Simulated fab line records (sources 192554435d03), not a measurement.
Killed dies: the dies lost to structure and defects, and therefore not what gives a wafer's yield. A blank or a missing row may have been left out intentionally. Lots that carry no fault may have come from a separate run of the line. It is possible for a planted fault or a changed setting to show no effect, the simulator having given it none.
Which tool did it? :: flow n5-finfet :: 11 lots, 33 wafers sampled, at 2 steps of a route of 1938

## WHAT THE GAUGES SHOWED, per wafer
N5_BEOL_M6_OCD_MEAS_38.
lot: L896
measured: day 9 07:57
on: ocd-01
trench-depth-nm (nm): 97.6 95.1 98.7

lot: L897
measured: day 9 09:41
on: ocd-01
trench-depth-nm (nm): 96.2 97.6 99.3

lot: L899
measured: day 9 22:25
on: ocd-01
trench-depth-nm (nm): 92.4 95.4 92.9

lot: L898
measured: day 9 22:49
on: ocd-01
trench-depth-nm (nm): 95.6 95.5 97.9

lot: L900
measured: day 10 06:25
on: ocd-02
trench-depth-nm (nm): 95.1 96.6 94.7

lot: L906
measured: day 11 10:48
on: ocd-02
trench-depth-nm (nm): 96.3 98.6 95.8

lot: L909
measured: day 12 10:57
on: ocd-01
trench-depth-nm (nm): 94.8 97.2 95.2

lot: L910
measured: day 12 11:37
on: ocd-02
trench-depth-nm (nm): 96.9 95.8 98.8

lot: L908
measured: day 12 14:50
on: ocd-01
trench-depth-nm (nm): 95.2 93.4 98.3

lot: L911
measured: day 12 20:50
on: ocd-01
trench-depth-nm (nm): 99.6 98.8 99.1

lot: L919
measured: day 15 06:37
on: ocd-01
trench-depth-nm (nm): 97.4 97.1 97.5

N5_BEOL_M6_CD_MEAS_35: target cd 40 nm, target cd y 28 nm.
lot: L896
measured: day 9 08:06
on: cd-sem-03
cd-nm (nm): 39.5 39.3 40.1

lot: L897
measured: day 9 09:56
on: cd-sem-02
cd-nm (nm): 41.2 40.1 40.2

lot: L899
measured: day 9 22:34
on: cd-sem-02
cd-nm (nm): 40.5 39.6 38.6

lot: L898
measured: day 9 22:58
on: cd-sem-02
cd-nm (nm): 40.7 40.7 40.6

lot: L900
measured: day 10 06:34
on: cd-sem-03
cd-nm (nm): 39.7 39.1 39.9

lot: L906
measured: day 11 10:57
on: cd-sem-02
cd-nm (nm): 40.0 38.4 38.6

lot: L909
measured: day 12 11:06
on: cd-sem-03
cd-nm (nm): 39.6 39.7 40.7

lot: L910
measured: day 12 11:46
on: cd-sem-02
cd-nm (nm): 40.2 39.3 38.7

lot: L908
measured: day 12 14:59
on: cd-sem-03
cd-nm (nm): 40.0 40.1 41.4

lot: L911
measured: day 12 21:00
on: cd-sem-03
cd-nm (nm): 41.0 40.6 41.2

lot: L919
measured: day 15 06:46
on: cd-sem-02
cd-nm (nm): 40.6 40.9 40.8

## EACH LOT AND THE TOOL THAT RAN IT (in order: tool; ch and the chambers of the sampled wafers; start)
The record shows no process step preceding these readings.

## WHAT THE TOOLS THEMSELVES READ (means of the sampled wafers that have a number; where no wafer has one, the mark that the record gives instead)
The record holds no such reading with a usual standard deviation.

## THE ANSWER, worked out from the rows above alone
Rule: the usual values come from the lots themselves. Put in order of their means at a reading, lots are off if they are a third of the lots or fewer, leave a main group of 4 or more, and stand apart from it by a gap of 3 or more times the standard deviation of the main group's means; of several such gaps the widest counts. If all means in a main group match to the digits the tables above print for the reading, that group is not used. Also off: a lot with no number at a reading for which 4 or more lots have one. The other lots that the step has rows for count as sound. Order of review: gauges by route order, followed by the tools' own readings, for which a lot's mean as printed above is used. The first step at which some lot is off is used, and at that step the reading that is off furthest; a lot without a number counts as furthest.
None of the lots is off at any reading shown; this tells nothing.

## WHAT THE SIMULATOR PUT IN
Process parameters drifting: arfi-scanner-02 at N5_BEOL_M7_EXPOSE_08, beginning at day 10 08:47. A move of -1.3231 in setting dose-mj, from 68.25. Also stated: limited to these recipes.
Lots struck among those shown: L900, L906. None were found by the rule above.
